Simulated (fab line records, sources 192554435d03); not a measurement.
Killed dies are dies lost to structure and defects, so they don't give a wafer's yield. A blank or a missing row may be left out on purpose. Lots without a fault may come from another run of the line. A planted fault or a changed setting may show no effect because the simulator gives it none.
Chamber matching | flow n5_finfet | N5_BEOL_M9_DESCUM_33 on rie_diel-01: 4 sister chambers
The step chemistry O2, time 7 s. 8 wafers are shown with their chamber, then 9 later ones without.

WAFERS WITH THEIR CHAMBER
wafer  | chamber | throttle_valve_pct (%) | drypump_motor_current_A (A)
L090.2 | 3       | 20.56                  | 5.8
L090.6 | 1       | 19.99                  | 6.0
L091.1 | 1       | 20.02                  | 6.0
L091.2 | 2       | 20.73                  | 6.2
L091.6 | 0       | 20.60                  | 5.3
L093.2 | 2       | 20.75                  | 6.3
L093.4 | 0       | 20.60                  | 5.2
L093.5 | 3       | 20.56                  | 5.8

WAFERS WITHOUT THEIR CHAMBER
wafer  | throttle_valve_pct (%) | drypump_motor_current_A (A)
L096.1 | 20.57                  | 5.8
L096.2 | 20.61                  | 5.3
L096.3 | 20.02                  | 6.0
L096.4 | 20.75                  | 6.3
L096.5 | 20.01                  | 6.0
L096.6 | 20.60                  | 5.3
L097.1 | 20.02                  | 6.0
L097.3 | 20.58                  | 5.8
L097.5 | 20.03                  | 6.0

WHICH CHAMBER EACH WENT THROUGH
wafer  | from the rows above | in truth
L096.1 | 3                   | 3
L096.2 | 0                   | 0
L096.3 | 1                   | 1
L096.4 | 2                   | 2
L096.5 | 1                   | 1
L096.6 | 0                   | 0
L097.1 | 1                   | 1
L097.3 | 3                   | 3
L097.5 | 1                   | 1
Placed correctly: 9 of 9. Can't be placed from these rows: 0. Placed wrongly: 0.
How it was worked out, from the rows above alone: a wafer's distance from a chamber is the root of the sum, over the readings, of the square of ((its reading less the chamber's mean) divided by the reading's scatter). The wafer belongs to the nearest chamber; if the next one is less than 2 further off, it can't be placed. A chamber's mean is the mean of its shown wafers. The scatter: the root of (the sum of the squares of (reading less its chamber's mean) over the shown wafers, divided by (wafers less chambers)).
